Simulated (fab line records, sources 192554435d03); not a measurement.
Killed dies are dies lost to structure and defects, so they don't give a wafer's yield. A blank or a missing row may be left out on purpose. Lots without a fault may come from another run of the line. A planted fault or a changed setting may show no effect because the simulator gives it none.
Which tool did it? | flow n5_finfet | 11 lots, 33 wafers sampled, at 5 steps of a route of 1938

WHAT THE GAUGES READ, wafer by wafer
N5_BEOL_M4_RS_MEAS_58: measures by four-point-probe. Usual: M4_RS 0.68 ohm/sq, standard deviation 0.033.
lot  | measured     | on            | M4_RS (ohm/sq) | flag
L661 | day 7 14:36  | film_metro-02 | 0.67 0.64 0.70 |
L662 | day 7 23:01  | film_metro-01 | 0.63 0.68 0.64 |
L663 | day 8 05:26  | film_metro-01 | 0.69 0.64 0.64 |
L666 | day 8 20:35  | film_metro-01 | 0.69 0.70 0.69 |
L667 | day 9 04:16  | film_metro-02 | 0.72 0.63 0.63 |
L674 | day 11 07:46 | film_metro-01 | 0.70 0.67 0.67 |
L678 | day 12 12:53 | film_metro-01 | 0.67 0.70 0.63 |
L679 | day 12 17:04 | film_metro-01 | 0.68 0.71 0.67 |
L680 | day 12 23:45 | film_metro-01 | 0.70 0.60 0.63 |
L682 | day 13 14:08 | film_metro-01 | 0.67 0.68 0.68 |
L683 | day 13 15:34 | film_metro-02 | 0.66 0.65 0.68 |

N5_BEOL_M4_INSPECT_59: inspects for defects (darkfield). Usual: raw_defect_count 71, standard deviation 19.
lot  | measured     | on                | raw_defect_count | flag
L661 | day 7 14:38  | defect_inspect-01 | 91 89 105        |
L662 | day 7 23:02  | defect_inspect-02 | 95 74 60         |
L663 | day 8 05:27  | defect_inspect-02 | 78 72 72         |
L666 | day 8 20:37  | defect_inspect-02 | 66 94 78         |
L667 | day 9 04:17  | defect_inspect-01 | 43 85 43         |
L674 | day 11 07:47 | defect_inspect-01 | 94 94 78         |
L678 | day 12 12:55 | defect_inspect-01 | 45 63 40         |
L679 | day 12 17:05 | defect_inspect-01 | 50 83 51         |
L680 | day 12 23:46 | defect_inspect-02 | 69 44 76         |
L682 | day 13 14:10 | defect_inspect-01 | 61 63 63         |
L683 | day 13 15:35 | defect_inspect-01 | 51 73 77         |

N5_BEOL_M5_THK_MEAS_01. Usual: M5_ILD_THK 120.9 nm, standard deviation 1.7.
lot  | measured     | on            | M5_ILD_THK (nm)   | flag
L661 | day 7 16:11  | film_metro-02 | 118.5 120.0 124.1 |
L662 | day 8 00:36  | film_metro-02 | 118.0 118.8 120.3 |
L663 | day 8 07:01  | film_metro-01 | 120.9 117.8 119.8 |
L666 | day 8 22:11  | film_metro-01 | 105.5 108.2 112.3 | OFF
L667 | day 9 05:52  | film_metro-01 | 107.9 105.8 109.7 | OFF
L674 | day 11 09:22 | film_metro-02 | 122.0 122.9 122.3 |
L678 | day 12 14:29 | film_metro-02 | 118.8 120.6 121.1 |
L679 | day 12 18:38 | film_metro-02 | 121.2 120.4 122.3 |
L680 | day 13 01:20 | film_metro-01 | 119.3 122.7 121.4 |
L682 | day 13 16:13 | film_metro-02 | 117.9 118.3 120.0 |
L683 | day 13 17:10 | film_metro-01 | 120.3 119.9 119.3 |

WHICH TOOL RAN EACH LOT (tool, then ch and the chambers of the sampled wafers, then the start)
lot  | N5_BEOL_M4_PRE_CLEAN_60          | N5_BEOL_M5_ILD_DEP_00
L661 | cvd_co-01 ch 1,2, day 7 14:21    | pecvd-04 ch 0,1, day 7 15:37
L662 | cvd_co-01 ch 0,2, day 7 22:47    | pecvd-03 ch 0,2, day 8 00:02
L663 | cvd_co-02 ch 0,1, day 8 05:09    | pecvd-01 ch 0,1, day 8 06:26
L666 | cvd_co-01 ch 0,1,2, day 8 20:22  | pecvd-03 ch 1,2, day 8 21:36
L667 | cvd_co-02 ch 0,1,2, day 9 04:02  | pecvd-03 ch 0,1,2, day 9 05:17
L674 | cvd_co-01 ch 0,2, day 11 07:32   | pecvd-01 ch 0,1,2, day 11 08:47
L678 | cvd_co-01 ch 1,2, day 12 12:39   | pecvd-04 ch 0,1, day 12 13:55
L679 | cvd_co-02 ch 0,2, day 12 16:50   | pecvd-01 ch 0,1,2, day 12 18:04
L680 | cvd_co-02 ch 1,2, day 12 23:31   | pecvd-01 ch 0,1, day 13 00:46
L682 | cvd_co-01 ch 0,1,2, day 13 13:55 | pecvd-03 ch 0,1, day 13 15:10
L683 | cvd_co-02 ch 0,1,2, day 13 15:21 | pecvd-03 ch 0,1,2, day 13 16:35
- N5_BEOL_M4_PRE_CLEAN_60: time 15 s.
- N5_BEOL_M5_ILD_DEP_00: deposits SiCOH lowk from DEMS/porogen, target thk 140.64 nm, time 25.9 s.

WHAT THE TOOLS THEMSELVES READ (means of the sampled wafers that have a number; where no wafer has one, the mark that the record gives instead)
N5_BEOL_M4_PRE_CLEAN_60. Usual: heater_power_w 97 W, standard deviation 35.
lot  | tool      | heater_power_w (W) | flag
L661 | cvd_co-01 | 76                 |
L662 | cvd_co-01 | 78                 |
L663 | cvd_co-02 | 106                |
L666 | cvd_co-01 | 102                |
L667 | cvd_co-02 | 90                 |
L674 | cvd_co-01 | 106                |
L678 | cvd_co-01 | 102                |
L679 | cvd_co-02 | 102                |
L680 | cvd_co-02 | 64                 |
L682 | cvd_co-01 | 101                |
L683 | cvd_co-02 | 90                 |

N5_BEOL_M5_ILD_DEP_00. Usual: heater_power_w 342 W, standard deviation 70; showerhead_plenum_p_Torr 5.742 Torr, standard deviation 0.016; susceptor_temp_C 299.97 C, standard deviation 0.18; throttle_valve_pct 13.9 %, standard deviation 0.66.
lot  | tool     | heater_power_w (W) | showerhead_plenum_p_Torr (Torr) | susceptor_temp_C (C) | throttle_valve_pct (%) | flag
L661 | pecvd-04 | 419                | 5.739                           | 299.97               | 13.9                   |
L662 | pecvd-03 | 220                | 5.723                           | 300.09               | 14.3                   |
L663 | pecvd-01 | 308                | 5.726                           | 300.15               | 14.1                   |
L666 | pecvd-03 | 313                | 5.736                           | 319.54               | 14.4                   | OFF
L667 | pecvd-03 | 332                | 5.730                           | 319.35               | 14.5                   | OFF
L674 | pecvd-01 | 340                | 5.748                           | 299.98               | 13.7                   |
L678 | pecvd-04 | 392                | 5.740                           | 299.80               | 13.9                   |
L679 | pecvd-01 | 351                | 5.753                           | 299.91               | 13.9                   |
L680 | pecvd-01 | 324                | 5.741                           | 300.03               | 14.1                   |
L682 | pecvd-03 | 351                | 5.734                           | 299.99               | 14.5                   |
L683 | pecvd-03 | 283                | 5.731                           | 300.17               | 14.5                   |

THE ANSWER, worked out from the rows above alone
Rule: a lot is off if the mean of its wafers that have a number lies more than 3 standard deviations from the usual mean. A lot without any number at a reading at which 4 lots or more have one is off too. The other lots that the step has rows for count as sound. The gauges are gone through in route order, then the tools' own readings, and for those a lot's mean is taken as printed above. The first step at which some lot is off is used, and at that step the reading that is off furthest; a lot without a number counts as furthest.
Off: L666, L667, at N5_BEOL_M5_THK_MEAS_01 (M5_ILD_THK).
A tool fits if, at a process step before that reading, it ran every lot that is off, and no sound lot after the first of them. The gauges at N5_BEOL_M5_THK_MEAS_01 aren't tried: what is off there is off at N5_BEOL_M5_ILD_DEP_00 too, on other tools, and a gauge's error can't cause that. None of those tried fits.

WHAT THE SIMULATOR HAD PUT IN
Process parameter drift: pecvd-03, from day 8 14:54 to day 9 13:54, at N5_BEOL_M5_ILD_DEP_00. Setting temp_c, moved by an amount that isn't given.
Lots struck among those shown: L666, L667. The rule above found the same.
